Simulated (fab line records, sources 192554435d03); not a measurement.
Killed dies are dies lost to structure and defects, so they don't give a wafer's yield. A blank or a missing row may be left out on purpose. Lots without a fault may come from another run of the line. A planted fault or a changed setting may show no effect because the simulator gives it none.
Chamber matching | flow n5_finfet | N5_BEOL_M8_CURE_75 on uv_cure-03: 3 sister chambers
The step cures SiCOH lowk, time 120 s. 3 wafers are shown with their chamber, then 12 later ones without.

WAFERS WITH THEIR CHAMBER
wafer  | chamber | wafer_temp_C_max
L089.6 | 2       | 372.7
L090.5 | 1       | 371.8
L092.5 | 0       | 371.4

WAFERS WITHOUT THEIR CHAMBER
wafer  | wafer_temp_C_max
L094.2 | 371.5
L094.3 | 371.6
L094.5 | 372.2
L093.2 | 371.8
L093.3 | 371.1
L093.6 | 371.9
L097.3 | 372.4
L097.4 | 372.7
L097.6 | 372.7
L096.1 | 371.6
L096.4 | 372.0
L096.6 | 372.2

WHICH CHAMBER EACH WENT THROUGH
wafer  | from the rows above          | in truth
L094.2 | can't be placed: 0 or 1      | 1
L094.3 | can't be placed: 1 or 0      | 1
L094.5 | can't be placed: 1 or 2 or 0 | 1
L093.2 | can't be placed: 1 or 0      | 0
L093.3 | can't be placed: 0 or 1      | 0
L093.6 | can't be placed: 1 or 0      | 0
L097.3 | can't be placed: 2 or 1      | 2
L097.4 | 2                            | 2
L097.6 | 2                            | 2
L096.1 | can't be placed: 1 or 0      | 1
L096.4 | can't be placed: 1 or 0      | 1
L096.6 | can't be placed: 1 or 2 or 0 | 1
Placed correctly: 2 of 12. Can't be placed from these rows: 10 (the true chamber is among the candidates in 10). Placed wrongly: 0.
How it was worked out, from the rows above alone: a wafer's distance from a chamber is the root of the sum, over the readings, of the square of ((its reading less the chamber's mean) divided by the reading's scatter). The wafer belongs to the nearest chamber; if the next one is less than 2 further off, it can't be placed. A chamber's mean is the mean of its shown wafers. The scatter: with one shown wafer a chamber, the root of the mean of the squares of how far each hidden wafer lies from its nearest shown one.
